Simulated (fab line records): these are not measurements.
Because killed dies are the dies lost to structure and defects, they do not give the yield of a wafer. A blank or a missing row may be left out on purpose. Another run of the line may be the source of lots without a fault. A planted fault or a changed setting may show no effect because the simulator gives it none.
fab line records	flow n5_finfet
[record] lots = 4	wafers = 12	last_day = 16
route steps=1938 shown FIN_CUT@171 STI_FIN_REVEAL@183 DUMMY_GATE@212 BEOL_M4@1111 PASSIVATION@1936
lots untouched by any fault: they come from a run of this same line in which no faults occurred
start_h: start of the lot's first displayed wafer, in hours after the record's first day	wait_h: hours from the lot's prior step to this one	" same as the row above	L1.1+2: a single row standing in for several wafers	- no value present, or no start provided	* or withheld: withheld	< > ~ a bound
route shown NAME@n: NAME is a module with steps in the file, n the number in the route of the first one	usual: mean and standard deviation over wafers with no fault	same: alike in all rows	chamber/n: place in a boat	sites: each site's reading	_std_site: their standard deviation	_edge_site: inner sites' mean taken away from outer sites' mean	radius_mm: for every site, how far away it sits from the centre of the wafer	mask NAME#n: copy n	behind: the most recent tool/chamber to have shaped the wafer	hold: what put the lot on hold/how long, in hours/how the hold closed	device: the n, p or np transistor that did not switch	end of line: tests run on the same wafers once the route is complete	a step with no rows: only its recipe	killed: dies lost to structure and defects at the first sort, not the wafer's yield	map: shows each die of a wafer: x if killed, . if not, _ if none is there
set.NAME: the setting the step ran with; set.NAME@STEP: the setting that earlier step ran with	model.NAME: the simulator's own value behind a step, which no gauge read
lots at some steps of the route; a table a step, a row a wafer
services: the hour from which a tool's chamber was out of use, counted from the record's first day as start_h (under 0 if before that day), plus the number of hours and why
[[steps]]
[step N5_FIN_CUT_STRIP_31]
[recipe] chemistry = N2/H2	temp_c = 40	n2_flow_sccm = 200	h2_flow_sccm = 200	rf_frequency_hz = 6e+07
[step N5_FIN_CUT_STRIP_24]
[recipe] chemistry = CF4	resist = SiARC	power_w = 300	bias_power_w = 75	pressure_mtorr = 50	cf4_flow_sccm = 150	rf_frequency_hz = 6e+07
[step N5_FIN_CUT_CUT_ETCH_26]
[recipe] chemistry = CH3F/O2	target = SiNx	target_depth_a = 390	mask_material = SOC	time_s = 55.7	pressure_mtorr = 30	source_w = 395	bias_w = 73	Ar_flow_sccm = 150	CH3F_flow_sccm = 30	O2_flow_sccm = 20	ion_energy_ev = 120
[step N5_FIN_CUT_CUT_ETCH_27]
[recipe] chemistry = CHF3/O2	target = SiO2	target_depth_a = 40	mask_material = SOC	overetch_a = 20	time_s = 4.9	pressure_mtorr = 30	source_w = 650	bias_w = 170	Ar_flow_sccm = 200	CHF3_flow_sccm = 50	O2_flow_sccm = 5	ion_energy_ev = 200
[step N5_FIN_CUT_PRECLEAN_35]
[recipe] time_s = 13.3	temp_c = 45	pressure_torr = 125	p_hf_torr = 3	p_coreactant_torr = 25	chemistry = vHF
[step N5_FIN_CUT_CUT_ETCH_15]
[recipe] chemistry = HBr/Cl2/O2	target = Si	target_depth_a = 1000	bt_time_s = 10	mask_material = SOC	time_s = 42.4	ion_energy_ev = *	bias_w = *	pressure_mtorr = 10	icp_w = 800	HBr_flow_sccm = 150	Cl2_flow_sccm = 80	O2_flow_sccm = 12
[step N5_FIN_CUT_CUT_ETCH_28]
[recipe] chemistry = HBr/Cl2/O2	target = Si	target_depth_a = 60	mask_material = SOC	time_s = 2.4	ion_energy_ev = *	bias_w = *	pressure_mtorr = 10	icp_w = 800	HBr_flow_sccm = 150	Cl2_flow_sccm = 80	O2_flow_sccm = 12
[step N5_FIN_CUT_STRIP_22]
[recipe] chemistry = N2/H2	power_w = 500	temp_c = 40	pressure_mtorr = 50	rf_frequency_hz = 6e+07	overash_fraction = 0.3	bias_power_w = 8	h2_frac = 0.5	n2_flow_sccm = 300	h2_flow_sccm = 300
[step N5_FIN_CUT_PRECLEAN_36]
[recipe] chemistry = O3/DIW	time_s = 60	temp_c = 22	o3_ppm = 10
[step N5_FIN_CUT_SRD_32]
[recipe] dry = ipa_marangoni	time_s = 30	temp_c = 23	rinse_liquid = diw
[step N5_FIN_CUT_UV_OZONE_34]
[recipe] time_s = 120	pressure_torr = 760	temp_c = 25
[step N5_STI_FIN_REVEAL_ALD_00]
[recipe] material = SiO2	target_thk_a = 10	temp_c = 300	ald_precursor_family = BDEAS	ald_co_reactant = O2-plasma	pulse_time_s = 1	pressure_torr = 2
[usual] chamber_pressure_Torr = 1.999/0.0045	heater_power_outer_w = 278/31	heater_power_w = 495/48	precursor_pulse_height_rel = 0.995/0.021
lot.wafer	tool	chamber	start_h	wait_h	chamber_pressure_Torr	heater_power_outer_w	heater_power_w	precursor_pulse_height_rel
L397.2	ald_sin-04	2	41.04	0.4	2.004	257	447	0.997
L397.3	"	3	"	"	2.002	294	512	0.993
L397.4	"	1	"	"	1.994	282	516	1.032
L401.3	ald_sin-01	3	64.40	0.0	-	-	-	-
L401.4	"	2	"	"	-	-	-	-
L401.5	"	0	"	"	-	-	-	-
L402.2	ald_sin-04	0	70.77	1.1	-	-	-	-
L402.4	"	2	"	"	-	-	-	-
L402.5	"	3	"	"	-	-	-	-
L408.2	ald_sin-02	3	108.29	0.0	1.995	312	551	0.989
L408.3	"	0	"	"	2.003	230	407	1.032
L408.4	"	2	"	"	1.996	320	540	1.025
[step N5_STI_FIN_REVEAL_ALD_14]
[recipe] material = Si3N4	target_thk_a = 30	temp_c = 400	ald_precursor_family = SiH2I2	ald_co_reactant = N2/H2-plasma	pressure_torr = 2
[step N5_STI_FIN_REVEAL_FCVD_FILL_01]
[recipe] material = SiO2_flowable	target_thk_a = 3120	temp_c = 100	pressure_torr = 0.8	rf_w = 2000	time_s = 512.2
[step N5_STI_FIN_REVEAL_DENSIFY_02]
[recipe] temp_c = 650	ambient = steam	time_s = 1800	idle_temp_c = 400	densification_p_h2o_torr = 640
[step N5_STI_FIN_REVEAL_CMP_04]
[recipe] stop_on = Si3N4	t_overpolish_s = 4	down_force_psi = 2	platen_rpm = 54.18	post_cmp_clean = alkaline_brush	pad_velocity_m_s = 1.078	target_thk_nm = 131.83
[step N5_STI_FIN_REVEAL_DENSIFY_30]
[recipe] temp_c = *	time_s = *	ambient = N2	idle_temp_c = 600	ramp_up_c_per_s = 150	ramp_down_c_per_s = 60	cool_to_c = 600
[step N5_STI_FIN_REVEAL_ETCHBACK_08]
[recipe] chemistry = C4F6/O2	target = SiO2	target_depth_a = 305	time_s = 10.167	ion_energy_ev = 250	pressure_mtorr = 30	source_w = 345	bias_w = 185	Ar_flow_sccm = 300	C4F6_flow_sccm = 10	O2_flow_sccm = 10
[step N5_STI_FIN_REVEAL_STRIP_24]
[recipe] chemistry = N2/H2	time_s = 90	power_w = 100	temp_c = 40	pressure_mtorr = 100	rf_frequency_hz = 6e+07	bias_power_w = 3	n2_flow_sccm = 300	h2_flow_sccm = 300
[step N5_STI_FIN_REVEAL_PRECLEAN_25]
[recipe] chemistry = SPM	time_s = 90	temp_c = 120	mix = 4:1
[step N5_STI_FIN_REVEAL_PRECLEAN_26]
[recipe] chemistry = SC1	time_s = 45	temp_c = 46	mix = 1:2:100
[step N5_STI_FIN_REVEAL_PRECLEAN_29]
[recipe] chemistry = DHF	time_s = 30	temp_c = 25	dilution = 300:1
[step N5_STI_FIN_REVEAL_SRD_12]
[recipe] time_s = 30	temp_c = 23	rinse_liquid = diw	dry = ipa_marangoni
[step N5_STI_FIN_REVEAL_RECESS_09]
[recipe] chemistry = HF/NH3	target = SiO2	afs_cycles = 11	target_depth_a = 425	temp_c = 30	sublimation_temp_c = 180	sublimation_time_s = 60
[step N5_STI_FIN_REVEAL_STRIP_16]
[recipe] chemistry = H3PO4	material = SiNx	temp_c = 165	target_depth_a = 238	overetch_fraction = 0.4964	dry = ipa_marangoni
[step N5_STI_FIN_REVEAL_PRECLEAN_17]
[recipe] chemistry = NF3:NH3	afs_cycles = 1	temp_c = 30	time_s = 20	sublimation_temp_c = 180	sublimation_time_s = 60	pressure_torr = 3	rf_power_w = 30
[step N5_STI_FIN_REVEAL_ETCH_34]
[recipe] chemistry = H2	mode = isotropic	material = Si	target = Si	target_depth_a = 9.7	temp_c = 20	pressure_mtorr = 4.5	icp_w = 300	bias_w = 0	h2_flow_sccm = 7.5	he_flow_sccm = 142.5
[step N5_STI_FIN_REVEAL_OXIDATION_31]
[recipe] chemistry = O2_PLASMA_REMOTE	temp_c = 150	time_s = 20	pressure_mtorr = 1000	source_power_w = 2000	o2_flow_sccm = 3000
[step N5_STI_FIN_REVEAL_PRECLEAN_32]
[recipe] chemistry = NF3:NH3	afs_cycles = 1	temp_c = 30	time_s = 20	sublimation_temp_c = 180	sublimation_time_s = 60	pressure_torr = 3	rf_power_w = 30
[step N5_STI_FIN_REVEAL_STRIP_35]
[recipe] chemistry = H3PO4	material = Si3N4	temp_c = 165	target_depth_a = 40	time_s = 39
[step N5_STI_FIN_REVEAL_SRD_21]
[recipe] dry = ipa_marangoni	time_s = 30	temp_c = 23	rinse_liquid = diw
[step N5_STI_FIN_REVEAL_OXIDATION_33]
[recipe] chemistry = O2_PLASMA_REMOTE	temp_c = 150	time_s = 20	pressure_mtorr = 1000	source_power_w = 2000	o2_flow_sccm = 3000
[step N5_STI_FIN_REVEAL_CLEAN_19]
[recipe] chemistry = O3/DIW	temp_c = 25	time_s = 120	o3_ppm = 10
[step N5_STI_FIN_REVEAL_SRD_23]
[recipe] dry = ipa_marangoni	time_s = 30	temp_c = 23	rinse_liquid = diw
[step N5_STI_FIN_REVEAL_PRECLEAN_18]
[recipe] chemistry = SC2	time_s = 45	temp_c = 35	mix = 1:1:50
[step N5_STI_FIN_REVEAL_SRD_28]
[recipe] dry = ipa_marangoni	time_s = 30	temp_c = 23	rinse_liquid = diw
[step N5_DUMMY_GATE_PRECLEAN_00]
[recipe] chemistry = O3/DIW	time_s = 60	temp_c = 22	o3_ppm = 10
[step N5_BEOL_M4_RC_MEAS_101]
[usual] DIBL_N = 35.9/1.3	DIBL_P = 35.9/1.5	IOFF_N = 0.152/0.023	IOFF_P = 0.204/0.027	ION_N = 673/9.2	ION_P = 462/6.7	SS_N = 71.4/0.48	SS_P = 73.2/0.55	VT_N = 250.3/2.6	VT_P = -250.6/3
lot.wafer	tool	chamber	start_h	wait_h	DIBL_N[mV/V]	DIBL_P[mV/V]	IOFF_N[nA/um]	IOFF_P[nA/um]	ION_N[uA/um]	ION_P[uA/um]	SS_N[mV/dec]	SS_P[mV/dec]	VT_N[mV]	VT_P[mV]
L397.2	prober-02	0	188.53	0.2	35.0	36.3	0.157	0.219	679	465	71.6	73.4	252.0	-250.1
L397.3	"	0	"	"	36.1	37.1	0.171	0.237	681	474	72.2	73.2	247.4	-248.6
L397.4	"	0	"	"	36.8	38.3	0.189	0.255	680	469	72.4	73.5	245.9	-247.0
L401.3	prober-02	0	231.18	0.3	35.4	34.6	0.131	0.205	656	458	71.9	73.1	250.6	-250.5
L401.4	"	0	"	"	37.0	36.0	0.162	0.232	660	457	71.7	73.6	250.2	-247.1
L401.5	"	0	"	"	37.2	36.7	0.159	0.238	677	466	71.5	73.3	252.4	-249.9
L402.2	prober-02	0	240.23	0.3	35.5	36.1	0.136	0.191	672	461	71.6	72.7	254.0	-252.5
L402.4	"	0	"	"	36.8	37.5	0.160	0.215	691	467	70.9	73.4	249.5	-248.3
L402.5	"	0	"	"	36.0	36.2	0.141	0.192	668	461	70.9	73.9	252.9	-250.6
L408.2	prober-02	0	275.04	0.2	35.7	33.3	0.133	0.219	680	472	71.2	73.0	253.4	-245.7
L408.3	"	0	"	"	35.6	33.3	0.134	0.215	659	466	71.0	72.8	252.2	-245.3
L408.4	"	0	"	"	36.3	33.2	0.138	0.212	673	469	71.9	72.6	252.2	-245.2
[step N5_PASSIVATION_PROBE_49]
[usual] defect_limited_yield = 91.0/1.5	killed_at_M0_to_M3 = 37/12	killed_at_M4_up = 13/5	killed_at_contacts = 13/6.1	killed_at_front_end = 39/11	killed_at_other = 4/3.2	killed_dies = 106/17	killed_on_rim = 13/4.2	killed_open = 69/12	killed_short = 35/7.9	sort_bin_5_function = 5.3/1	sort_bin_6_memory = 3.3/0.68	sort_n_pass = 1074/17	sort_yield_pct = 91.0/1.5
[same] gross_dies = 1180	killed_at_back_side = 0	sort_bin_4_leakage[%] = 0	sort_bin_8_speed[%] = 0
lot.wafer	tool	chamber	start_h	wait_h	defect_limited_yield[%]	killed_at_M0_to_M3	killed_at_M4_up	killed_at_contacts	killed_at_front_end	killed_at_other	killed_dies	killed_on_rim	killed_open	killed_short	sort_bin_5_function[%]	sort_bin_6_memory[%]	sort_n_pass	sort_yield_pct[%]
L397.2	prober-02	-	303.21	0.7	93.6	15	13	22	23	2	75	2	54	18	3.1	3.2	1105	93.6
L397.3	prober-02	-	303.26	0.8	91.1	34	9	15	45	2	105	11	71	32	5.8	2.6	1075	91.1
L397.4	prober-02	-	303.31	0.8	91.6	28	14	23	34	0	99	15	70	28	4.2	4.0	1081	91.6
L401.3	prober-01	-	335.41	0.1	80.3	68	23	11	130	1	233	60	76	44	15.9	3.5	947	80.3
L401.4	prober-01	-	335.46	0.2	80.0	60	15	9	149	3	236	57	66	39	16.7	3.0	944	80.0
L401.5	prober-01	-	335.51	0.2	79.5	49	19	8	164	2	242	51	72	45	15.8	4.2	938	79.5
L402.2	prober-02	-	355.97	0.1	81.6	36	17	8	154	2	217	59	62	28	15.2	3.0	963	81.6
L402.4	prober-02	-	356.07	0.2	76.4	55	17	8	190	9	279	74	83	52	18.3	5.0	901	76.4
L402.5	prober-02	-	356.12	0.2	78.9	51	19	12	166	1	249	69	74	41	17.0	3.8	931	78.9
L408.2	prober-02	-	390.82	0.1	88.5	63	18	10	43	2	136	14	98	38	7.0	4.3	1044	88.5
L408.3	prober-02	-	390.87	0.1	90.8	45	7	18	33	5	108	10	70	38	6.1	2.5	1072	90.8
L408.4	prober-02	-	390.92	0.2	90.5	44	12	13	38	5	112	14	67	44	5.3	3.6	1068	90.5
// killed by level:class
L397.2 MOL_CONTACT_COAG:geometric_particle:open=18 STI_FIN_REVEAL:geometric_particle:open=7 BEOL_M3:geometric_particle:open=6 FIN_SAQP:geometric_particle:short=4 BEOL_M4:geometric_particle:open=4 MOL_CONTACT_COAG:geometric_particle:short=4 BEOL_M11:geometric_particle:open=4 BEOL_M0_SAQP:geometric_particle:open=3
L397.3 MOL_CONTACT_COAG:geometric_particle:open=12 STI_FIN_REVEAL:geometric_particle:open=11 BEOL_M1:geometric_particle:open=10 FIN_SAQP:geometric_particle:open=9 FIN_SAQP:geometric_particle:short=8 BEOL_M3:geometric_particle:open=7 BEOL_M2:geometric_particle:open=5 GATE_CUT:geometric_particle:short=4
L397.4 MOL_CONTACT_COAG:geometric_particle:open=22 BEOL_M4:geometric_particle:open=8 STI_FIN_REVEAL:geometric_particle:open=7 BEOL_M3:geometric_particle:open=7 GATE_CUT:geometric_particle:short=6 BEOL_M0_SAQP:geometric_particle:short=6 BEOL_M1:geometric_particle:open=6 STARTING-WAFER:geometric_particle:short=5
L401.3 STI_FIN_REVEAL:area_ald=113 BEOL_M0_SAQP:geometric_particle:open=24 BEOL_M0_SAQP:geometric_particle:short=24 BEOL_M4:geometric_particle:open=14 MOL_CONTACT_COAG:geometric_particle:open=8 BEOL_M2:geometric_particle:open=6 STI_FIN_REVEAL:geometric_particle:open=4 BEOL_M2:geometric_particle:short=4
L401.4 STI_FIN_REVEAL:area_ald=125 BEOL_M0_SAQP:geometric_particle:open=20 BEOL_M0_SAQP:geometric_particle:short=16 BEOL_M3:geometric_particle:open=9 BEOL_M2:geometric_particle:open=8 BEOL_M4:geometric_particle:open=8 GATE_CUT:geometric_particle:short=6 MOL_CONTACT_COAG:geometric_particle:open=5
L401.5 STI_FIN_REVEAL:area_ald=125 BEOL_M0_SAQP:geometric_particle:short=22 BEOL_M0_SAQP:geometric_particle:open=15 STI_FIN_REVEAL:geometric_particle:open=12 BEOL_M4:geometric_particle:open=7 GATE_CUT:geometric_particle:open=6 MOL_CONTACT_COAG:geometric_particle:open=6 BEOL_M4:geometric_particle:short=5
L402.2 STI_FIN_REVEAL:area_ald=125 BEOL_M0_SAQP:geometric_particle:open=9 MOL_CONTACT_COAG:geometric_particle:open=8 BEOL_M0_SAQP:geometric_particle:short=8 BEOL_M4:geometric_particle:open=7 STI_FIN_REVEAL:geometric_particle:open=6 BEOL_M1:geometric_particle:open=6 BEOL_M2:geometric_particle:open=6
L402.4 STI_FIN_REVEAL:area_ald=143 BEOL_M0_SAQP:geometric_particle:open=21 FIN_SAQP:geometric_particle:short=10 BEOL_M0_SAQP:geometric_particle:short=10 BEOL_M3:geometric_particle:open=10 GATE_CUT:geometric_particle:short=9 DUMMY_GATE:geometric_particle:open=8 BEOL_M4:geometric_particle:open=8
L402.5 STI_FIN_REVEAL:area_ald=133 BEOL_M0_SAQP:geometric_particle:short=11 BEOL_M3:geometric_particle:open=11 BEOL_M0_SAQP:geometric_particle:open=11 MOL_CONTACT_COAG:geometric_particle:open=9 STI_FIN_REVEAL:geometric_particle:open=8 BEOL_M2:geometric_particle:open=8 FIN_SAQP:geometric_particle:open=7
L408.2 BEOL_M3:geometric_particle:open=19 BEOL_M1:geometric_particle:open=11 BEOL_M0_SAQP:geometric_particle:open=10 BEOL_M0_SAQP:geometric_particle:short=10 FIN_SAQP:geometric_particle:open=9 MOL_CONTACT_COAG:geometric_particle:open=8 BEOL_M2:geometric_particle:open=8 FIN_SAQP:geometric_particle:short=7
L408.3 BEOL_M3:geometric_particle:open=16 MOL_CONTACT_COAG:geometric_particle:open=13 BEOL_M0_SAQP:geometric_particle:open=8 DUMMY_GATE:geometric_particle:open=7 BEOL_M0_SAQP:geometric_particle:short=7 FIN_SAQP:geometric_particle:short=6 FIN_SAQP:geometric_particle:open=5 MOL_CONTACT_COAG:geometric_particle:short=5
L408.4 BEOL_M3:geometric_particle:open=12 FIN_SAQP:geometric_particle:short=10 MOL_CONTACT_COAG:geometric_particle:open=9 BEOL_M0_SAQP:geometric_particle:open=9 BEOL_M2:geometric_particle:open=7 STI_FIN_REVEAL:geometric_particle:open=6 BEOL_M0_SAQP:geometric_particle:short=6 FIN_SAQP:geometric_particle:open=5
// map L401.5 (x killed, . not)
_________________x.x.x.x.xx.x________________
______________.x.x......xxxx..xx_____________
___________xxxxxxx...xx......xx....__________
__________xx..x.xx.....xx...x.x.xxx._________
________.xxxx...x.x..x......x.....x.xx_______
_______x...x..xx...x..x..........xx....______
______xxx.x...x..x.x...........x..x....._____
_____.xxx........x..x...x..xx.x.xx...xx..____
____xx..x..x...x..................xx......___
___.xxx.xx.x...........x................x.x__
___x......x...........x.......x............__
__xx.x.xx...x......x.............x.........._
__.xx.x..x.......xx............x............_
_.xx.xx...x....xx..x....x..x...x.....x.......
_..x...x..........x...x...............x....x.
_xxxxxx....x.....x..x...x........x.x....x....
_xx.................................x.....x.x
_..xx...x......xxxx........x.........x....x..
_xx.xx.................x..........xx.........
_x....x................x........x............
_xx...x..........x.............x....x........
__.x.xx.x.......x........x........x........._
__x.xxx..xxx..x...x........................._
___.x.....x..........x.x.......x...........__
___x.x.xx................x............xx.x.__
____...x......x.x.x.............x.........___
_____.........x..............x...........____
______..x.x........x.....x......xx......_____
_______x....x......x.....x.x....x....x.______
________..........x..................._______
__________.x....xx....x.x.....x....._________
___________x..............x........__________
______________x...x....x..xx...._____________
_________________........x..x________________
// map L402.4 (x killed, . not)
_________________...xx.xx..xx________________
______________..x.x.xx.xx......x_____________
___________xxxx.x..x....xx.....x.xx__________
__________x...x..x..x..x.......xx..._________
________....x........x...........xx..._______
_______x...xx.......x..x.x.xx....xx.xxx______
______.x....x...x..x...........x.x...x.._____
_____..xxxx.x........x.........x....x..x.____
____.x..xx............x...x.x........x.x.x___
___.x..x..x.....x...........x...........x.x__
___.x..xx......x.....................x....x__
__x...............x.....x..............xx.xx_
__x.....................x.......x.....x..xxx_
_xx.x.....x........x.............x....xx.x...
_.xxxxx..........xxx................x..xx..x.
_xx..x..x..x...x....x........x.x........x.x..
_..x......x...x......x........x......x.xxx...
_xx.....x....xx..x.x..........x..............
_xx...................x...........x.....xx...
_.xx......x..............x..x............xx..
_x.........x.................x.........x..x.x
__x.x.x.xx..........................x...x..x_
__x..xx.....x.x.....x...........x.x.......xx_
___xx.x.......x........xx...x...x..x..xxxxx__
___.x..........x..x..............x...x..xx.__
____.x..xx...........................xxx.x___
_____.x............x....x.x.x.........xxx____
______..xx.x.........x.x.x....x.x.x..x.._____
_______....x......x......x........xx.x.______
________xx..x.....x...xx....x..xxx...x_______
__________..x..........x...x....xx.x_________
___________.xxx...x...........xxxx.__________
______________..xx..x..xxxx...x._____________
_________________x.xxx..xxx.x________________
[[services]]
tool	chamber	start_h	hours	kind
ald_sin-02	-	18.73	1.3	repair
ald_sin-04	1	20.30	13.3	repair
ald_sin-01	3	22.92	16.0	repair
ald_sin-04	1	82.27	4.2	repair
ald_sin-01	-	83.81	14.6	pm
ald_sin-04	-	85.25	14.0	pm
ald_sin-04	0	85.25	14.0	vent_cycle
ald_sin-04	2	85.25	14.0	vent_cycle
ald_sin-04	3	85.25	14.0	vent_cycle
ald_sin-04	0	99.25	-	clean
ald_sin-04	1	99.25	-	clean
ald_sin-04	2	99.25	-	clean
ald_sin-04	3	99.25	-	clean
[[key]]
[first_sign] step = N5_STI_FIN_REVEAL_ALD_00	reading = tool_record	direction = missing
[effect] step = N5_PASSIVATION_PROBE_49	reading = sort_bin_5_function	direction = up	sigmas = 11	usual = 5.3	struck = 16.5
[more_kills_born_at] N5_STI_FIN_REVEAL_ALD_00@ald_sin-04 = 401	N5_STI_FIN_REVEAL_ALD_00@ald_sin-01 = 363
met_at N5_STI_FIN_REVEAL_ALD_00
struck_wafers L401.3,L401.4,L401.5,L402.2,L402.4,L402.5
onset_between 41.04 64.40
[fault] kind = skipped_step_whole	tool = ald_sin-01,ald_sin-04	chamber = -	onset_h = 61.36	steps = N5_STI_FIN_REVEAL_ALD_00	scope = struck_lots_only
